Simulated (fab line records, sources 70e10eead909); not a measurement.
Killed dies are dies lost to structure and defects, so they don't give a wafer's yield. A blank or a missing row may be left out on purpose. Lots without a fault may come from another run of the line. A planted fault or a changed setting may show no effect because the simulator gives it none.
Which tool did it? | flow nand_harc | 11 lots, 33 wafers sampled, at 6 steps of a route of 1159

WHAT THE GAUGES READ, wafer by wafer
NHARC_P_GATE_CD_MEAS_59: target cd 720 nm.
lot  | measured     | on        | cd_nm (nm)
L853 | day 5 06:56  | cd_sem-03 | 719.8 718.1 719.1
L860 | day 7 04:10  | cd_sem-01 | 719.0 718.7 718.0
L862 | day 7 19:58  | cd_sem-03 | 721.0 721.0 720.7
L861 | day 7 20:13  | cd_sem-02 | 719.8 719.4 720.4
L864 | day 8 12:35  | cd_sem-02 | 701.2 700.2 699.6
L867 | day 8 19:35  | cd_sem-02 | 719.9 717.6 717.3
L872 | day 9 23:25  | cd_sem-01 | 720.2 721.2 720.7
L873 | day 10 08:05 | cd_sem-03 | 721.4 722.1 719.5
L874 | day 10 14:18 | cd_sem-02 | 719.2 720.4 721.1
L875 | day 10 16:15 | cd_sem-01 | 722.8 722.6 721.4
L876 | day 10 20:01 | cd_sem-03 | 717.7 717.9 720.3

NHARC_END_SORT_01.
lot  | measured     | on        | killed_at_array | killed_at_other | killed_at_periphery | killed_dies | killed_open | killed_short
L867 | day 22 15:11 | prober-01 | 45              | 1               | 0                   | 46          | 1           | 2

WHICH TOOL RAN EACH LOT (tool, then ch and the chambers of the sampled wafers, then the start)
lot  | NHARC_P_GATE_STRIP_108             | NHARC_P_GATE_STRIP_101             | NHARC_P_GATE_EXPOSE_56            | NHARC_P_GATE_DESCUM_61
L853 | rie_diel-08 ch 0,1,3, day 4 16:49  | rie_diel-12 ch 0,1,2, day 5 03:11  | krf_scanner-03 ch 0, day 5 06:47  | rie_diel-03 ch 1,2,3, day 5 07:07
L860 | rie_diel-12 ch 0,3, day 6 15:01    | rie_diel-08 ch 0,1,3, day 7 01:29  | krf_scanner-02 ch 0, day 7 04:01  | rie_diel-03 ch 0,1,3, day 7 04:20
L862 | rie_diel-12 ch 1,2,3, day 7 06:56  | rie_diel-12 ch 1,2,3, day 7 17:18  | krf_scanner-03 ch 0, day 7 19:49  | rie_diel-08 ch 0,2,3, day 7 20:08
L861 | rie_diel-08 ch 1,2,3, day 7 07:24  | rie_diel-12 ch 2,3, day 7 17:32    | krf_scanner-04 ch 0, day 7 20:04  | rie_diel-12 ch 1,3, day 7 20:22
L864 | rie_diel-08 ch 0,3, day 7 23:37    | rie_diel-03 ch 0,1, day 8 09:56    | krf_scanner-03 ch 0, day 8 12:26  | rie_diel-08 ch 2,3, day 8 12:45
L867 | rie_diel-08 ch 0,3, day 8 06:31    | rie_diel-03 ch 0,2,3, day 8 16:58  | krf_scanner-04 ch 0, day 8 19:26  | rie_diel-03 ch 0,1, day 8 19:46
L872 | rie_diel-12 ch 0,1, day 9 10:29    | rie_diel-03 ch 0,2, day 9 20:52    | krf_scanner-03 ch 0, day 9 23:16  | rie_diel-08 ch 1,3, day 9 23:35
L873 | rie_diel-03 ch 2,3, day 9 19:24    | rie_diel-08 ch 1,2, day 10 05:32   | krf_scanner-02 ch 0, day 10 07:55 | rie_diel-12 ch 2,3, day 10 08:14
L874 | rie_diel-12 ch 1,3, day 10 01:15   | rie_diel-12 ch 0,2, day 10 11:37   | krf_scanner-04 ch 0, day 10 14:08 | rie_diel-08 ch 0,1,2, day 10 14:29
L875 | rie_diel-08 ch 0,1,3, day 10 01:21 | rie_diel-12 ch 2,3, day 10 13:30   | krf_scanner-02 ch 0, day 10 16:05 | rie_diel-12 ch 2,3, day 10 16:25
L876 | rie_diel-08 ch 0,2,3, day 10 07:11 | rie_diel-03 ch 0,1,3, day 10 17:24 | krf_scanner-02 ch 0, day 10 19:52 | rie_diel-03 ch 0,1,3, day 10 20:11
- NHARC_P_GATE_STRIP_108: strips in O2.
- NHARC_P_GATE_STRIP_101: strips in O2, time 20 s.
- NHARC_P_GATE_EXPOSE_56: exposes mask P PSD, target cd 720 nm.
- NHARC_P_GATE_DESCUM_61: chemistry O2, time 3 s.

WHAT THE TOOLS THEMSELVES READ (means of the sampled wafers that have a number; where no wafer has one, the mark that the record gives instead)
NHARC_P_GATE_STRIP_108.
lot  | tool        | drypump_motor_current_A (A) | oes_product_au (a.u.) | rf_vpp_V (V) | showerhead_plenum_p_Torr (Torr) | throttle_valve_pct (%)
L853 | rie_diel-08 | 5.6                         | 1.007                 | 57.4         | 3.54                            | 17.045
L860 | rie_diel-12 | 6.0                         | 1.009                 | 57.7         | 3.67                            | 17.030
L862 | rie_diel-12 | 5.7                         | 0.992                 | 58.3         | 3.49                            | 17.038
L861 | rie_diel-08 | 5.5                         | 1.000                 | 57.4         | 3.42                            | 17.041
L864 | rie_diel-08 | 5.6                         | 1.006                 | 58.1         | 3.57                            | 17.041
L867 | rie_diel-08 | 5.2                         | 1.010                 | 57.5         | 3.47                            | 17.037
L872 | rie_diel-12 | 6.1                         | 1.008                 | 58.0         | 3.64                            | 17.032
L873 | rie_diel-03 | 6.5                         | 1.002                 | 58.6         | 3.44                            | 17.034
L874 | rie_diel-12 | 5.8                         | 1.004                 | 57.7         | 3.53                            | 17.037
L875 | rie_diel-08 | 5.5                         | 1.006                 | 56.9         | 3.52                            | 17.037
L876 | rie_diel-08 | 5.5                         | 1.017                 | 58.3         | 3.45                            | 17.043

NHARC_P_GATE_STRIP_101.
lot  | tool        | drypump_motor_current_A (A) | oes_product_au (a.u.) | rf_vpp_V (V) | showerhead_plenum_p_Torr (Torr) | throttle_valve_pct (%)
L853 | rie_diel-12 | 5.8                         | 0.999                 | 58.6         | 3.56                            | 17.039
L860 | rie_diel-08 | 5.6                         | 1.011                 | 58.8         | 3.53                            | 17.033
L862 | rie_diel-12 | 5.6                         | 0.997                 | 58.0         | 3.49                            | 17.039
L861 | rie_diel-12 | 5.4                         | 0.995                 | 56.6         | 3.45                            | 17.040
L864 | rie_diel-03 | 5.8                         | 0.990                 | 57.4         | 3.64                            | 17.031
L867 | rie_diel-03 | 6.2                         | 0.998                 | 57.6         | 3.45                            | 17.044
L872 | rie_diel-03 | 6.1                         | 1.001                 | 57.9         | 3.38                            | 17.037
L873 | rie_diel-08 | 5.8                         | 1.008                 | 57.2         | 3.47                            | 17.041
L874 | rie_diel-12 | 5.8                         | 1.009                 | 57.5         | 3.60                            | 17.041
L875 | rie_diel-12 | 5.4                         | 1.000                 | 57.4         | 3.44                            | 17.031
L876 | rie_diel-03 | 6.1                         | 1.001                 | 57.5         | 3.57                            | 17.035

NHARC_P_GATE_DESCUM_61.
lot  | tool        | drypump_motor_current_A (A) | oes_product_au (a.u.) | rf_vpp_V (V) | showerhead_plenum_p_Torr (Torr) | throttle_valve_pct (%)
L853 | rie_diel-03 | 6.2                         | 1.008                 | 58.5         | 1.91                            | 11.314
L860 | rie_diel-03 | 6.1                         | 1.000                 | 57.8         | 1.94                            | 11.307
L862 | rie_diel-08 | 5.5                         | 1.003                 | 57.0         | 1.87                            | 11.315
L861 | rie_diel-12 | 5.9                         | 1.004                 | 57.5         | 1.91                            | 11.308
L864 | rie_diel-08 | 5.1                         | 1.015                 | 57.7         | 1.81                            | 11.327
L867 | rie_diel-03 | 5.9                         | 0.999                 | 58.1         | 1.94                            | 11.317
L872 | rie_diel-08 | 5.2                         | 1.004                 | 58.5         | 1.85                            | 11.306
L873 | rie_diel-12 | 5.4                         | 0.996                 | 55.9         | 1.87                            | 11.312
L874 | rie_diel-08 | 5.8                         | 1.015                 | 58.3         | 1.90                            | 11.308
L875 | rie_diel-12 | 5.5                         | 1.008                 | 57.5         | 1.89                            | 11.315
L876 | rie_diel-03 | 6.1                         | 0.999                 | 58.4         | 1.94                            | 11.311

THE ANSWER, worked out from the rows above alone
Rule: what is usual is taken from the lots themselves. Put in order of their means at a reading, lots are off if they are a third of the lots or fewer, leave a main group of 4 or more, and stand apart from it by a gap of 3 or more times the standard deviation of the main group's means; of several such gaps the widest counts. A main group whose means are all the same, to the digits that the tables above print for the reading, isn't used. A lot without any number at a reading at which 4 lots or more have one is off too. The other lots that the step has rows for count as sound. The gauges are gone through in route order, then the tools' own readings, and for those a lot's mean is taken as printed above. The first step at which some lot is off is used, and at that step the reading that is off furthest; a lot without a number counts as furthest.
Off: L864, at NHARC_P_GATE_CD_MEAS_59 (cd_nm). The main group: mean 719.9 nm, standard deviation 1.2.
A tool fits if, at a process step before that reading, it ran every lot that is off, and no sound lot after the first of them. The gauges at NHARC_P_GATE_CD_MEAS_59 are tried like those tools. None of those tried fits.

WHAT THE SIMULATOR HAD PUT IN
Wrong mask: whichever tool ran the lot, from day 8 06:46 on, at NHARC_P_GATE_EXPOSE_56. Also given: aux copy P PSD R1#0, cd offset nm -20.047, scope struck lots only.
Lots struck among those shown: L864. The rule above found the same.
